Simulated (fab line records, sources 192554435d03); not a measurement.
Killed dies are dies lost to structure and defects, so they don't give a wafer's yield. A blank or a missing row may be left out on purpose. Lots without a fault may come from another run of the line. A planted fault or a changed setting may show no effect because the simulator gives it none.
Which tool did it? | flow n5_finfet | 14 lots, 38 wafers sampled, at 4 steps of a route of 1938

WHAT THE GAUGES READ, wafer by wafer
The record holds no reading of a measuring or inspecting step that can be judged against a usual standard deviation.

WHICH TOOL RAN EACH LOT (tool, then ch and the chambers of the sampled wafers, then the start)
lot  | N5_DUMMY_REMOVAL_PRECLEAN_04       | N5_PASSIVATION_STRIP_14            | N5_PASSIVATION_DEGAS_18      | N5_PASSIVATION_PROBE_49
L695 | wet_bench-03 ch 1,2,6, day 4 01:56 | rie_diel-06 ch 0,2,3, day 12 15:23 | pvd_sputter-01, day 12 16:09 | -
L697 | wet_bench-01 ch 4,5,6, day 4 11:51 | rie_diel-06 ch 0,1,3, day 13 01:07 | pvd_sputter-02, day 13 01:38 | -
L698 | wet_bench-06 ch 4,5,6, day 4 16:46 | rie_diel-06 ch 0,1,3, day 13 06:02 | pvd_sputter-02, day 13 06:25 | -
L699 | wet_bench-01 ch 3,4, day 4 22:16   | rie_diel-05 ch 0,3, day 13 05:34   | pvd_sputter-03, day 13 05:57 | -
L700 | wet_bench-06 ch 1,5, day 5 04:28   | rie_diel-03 ch 0,1, day 14 06:32   | pvd_sputter-01, day 14 07:29 | -
L701 | wet_bench-06 ch 2,4, day 5 09:46   | rie_diel-06 ch 0, day 13 23:13     | pvd_sputter-03, day 13 23:35 | -
L702 | wet_bench-01 ch 5,6, day 5 20:50   | rie_diel-03 ch 0, day 14 01:44     | pvd_sputter-03, day 14 02:03 | -
L703 | wet_bench-01 ch 0,2,3, day 6 02:29 | rie_diel-03 ch 0,1,3, day 15 02:09 | pvd_sputter-01, day 15 02:22 | -
L708 | wet_bench-01 ch 0,2,4, day 7 05:40 | rie_diel-05 ch 0,1, day 16 22:23   | pvd_sputter-02, day 16 23:21 | prober-01, day 17 05:21
L712 | wet_bench-01 ch 0,4,5, day 8 03:38 | rie_diel-03 ch 1,2,3, day 17 11:59 | pvd_sputter-01, day 17 13:10 | prober-01, day 17 18:53
L715 | wet_bench-03 ch 1,4,5, day 8 22:38 | rie_diel-06 ch 0,2,3, day 18 14:40 | pvd_sputter-03, day 18 14:56 | prober-02, day 18 21:38
L716 | wet_bench-06 ch 0,3,4, day 9 09:26 | rie_diel-03 ch 0,1,3, day 18 14:41 | pvd_sputter-02, day 18 15:00 | -
L717 | wet_bench-03 ch 4,5,7, day 9 10:16 | rie_diel-06 ch 0,1, day 19 04:25   | pvd_sputter-03, day 19 04:56 | -
L718 | wet_bench-06 ch 3,4,6, day 9 22:04 | rie_diel-06 ch 0,1,3, day 19 03:47 | pvd_sputter-02, day 19 04:22 | prober-02, day 19 10:51
- N5_DUMMY_REMOVAL_PRECLEAN_04: cleans in DHF, time 37 s.
- N5_PASSIVATION_STRIP_14: strips in O2.
- N5_PASSIVATION_DEGAS_18: time 60 s.
- N5_PASSIVATION_PROBE_49

WHAT THE TOOLS THEMSELVES READ (means of the sampled wafers that have a number; where no wafer has one, the mark that the record gives instead)
N5_PASSIVATION_STRIP_14.
lot  | tool        | drypump_motor_current_A (A) | oes_product_au (a.u.) | rf_vpp_V (V) | showerhead_plenum_p_Torr (Torr) | throttle_valve_pct (%)
L695 | rie_diel-06 | 5.61                        | 0.82                  | 3.9          | 2.10                            | 16.55
L697 | rie_diel-06 | 5.71                        | 0.76                  | 2.8          | 2.02                            | 16.63
L698 | rie_diel-06 | 5.70                        | 0.76                  | 2.9          | 2.01                            | 16.64
L699 | rie_diel-05 | 5.72                        | 0.85                  | 3.2          | 2.11                            | 16.84
L700 | rie_diel-03 | 6.20                        | 0.77                  | 4.2          | 2.06                            | 16.66
L701 | rie_diel-06 | 5.54                        | 0.81                  | 3.5          | 2.03                            | 16.46
L702 | rie_diel-03 | 6.43                        | 0.83                  | 3.6          | 2.06                            | 16.65
L703 | rie_diel-03 | 6.04                        | 0.75                  | 2.8          | 2.03                            | 16.75
L708 | rie_diel-05 | 5.66                        | 0.75                  | 2.4          | 2.14                            | 16.79
L712 | rie_diel-03 | 5.90                        | 0.79                  | 4.3          | 2.09                            | 16.64
L715 | rie_diel-06 | 5.59                        | 0.78                  | 3.2          | 2.08                            | 16.64
L716 | rie_diel-03 | 6.01                        | 0.73                  | 3.8          | 2.03                            | 16.79
L717 | rie_diel-06 | 5.61                        | 0.71                  | 2.8          | 2.01                            | 16.79
L718 | rie_diel-06 | 5.71                        | 0.73                  | 3.8          | 2.00                            | 16.71

N5_PASSIVATION_DEGAS_18.
lot  | tool           | heater_power_w (W)
L695 | pvd_sputter-01 | 422
L697 | pvd_sputter-02 | 460
L698 | pvd_sputter-02 | 483
L699 | pvd_sputter-03 | 439
L700 | pvd_sputter-01 | 428
L701 | pvd_sputter-03 | 412
L702 | pvd_sputter-03 | 481
L703 | pvd_sputter-01 | 453
L708 | pvd_sputter-02 | 463
L712 | pvd_sputter-01 | 451
L715 | pvd_sputter-03 | 438
L716 | pvd_sputter-02 | 491
L717 | pvd_sputter-03 | 466
L718 | pvd_sputter-02 | 502

N5_PASSIVATION_PROBE_49.
lot  | tool      | killed_at_M0_to_M3 | killed_at_M4_up | killed_at_contacts | killed_at_front_end | killed_at_other | killed_dies | killed_open | killed_short
L708 | prober-01 | 32                 | 14              | 10                 | 172                 | 3               | 231         | 64          | 32
L712 | prober-01 | 26                 | 18              | 12                 | 186                 | 3               | 244         | 63          | 32
L715 | prober-02 | 28                 | 14              | 10                 | 45                  | 3               | 100         | 62          | 37
L718 | prober-02 | 26                 | 26              | 13                 | 51                  | 4               | 119         | 80          | 39

THE ANSWER, worked out from the rows above alone
Rule: what is usual is taken from the lots themselves. Put in order of their means at a reading, lots are off if they are a third of the lots or fewer, leave a main group of 4 or more, and stand apart from it by a gap of 3 or more times the standard deviation of the main group's means; of several such gaps the widest counts. A main group whose means are all the same, to the digits that the tables above print for the reading, isn't used. A lot without any number at a reading at which 4 lots or more have one is off too. The other lots that the step has rows for count as sound. The gauges are gone through in route order, then the tools' own readings, and for those a lot's mean is taken as printed above. The first step at which some lot is off is used, and at that step the reading that is off furthest; a lot without a number counts as furthest.
No lot is off at any reading shown: from this, nothing can be told.

WHAT THE SIMULATOR HAD PUT IN
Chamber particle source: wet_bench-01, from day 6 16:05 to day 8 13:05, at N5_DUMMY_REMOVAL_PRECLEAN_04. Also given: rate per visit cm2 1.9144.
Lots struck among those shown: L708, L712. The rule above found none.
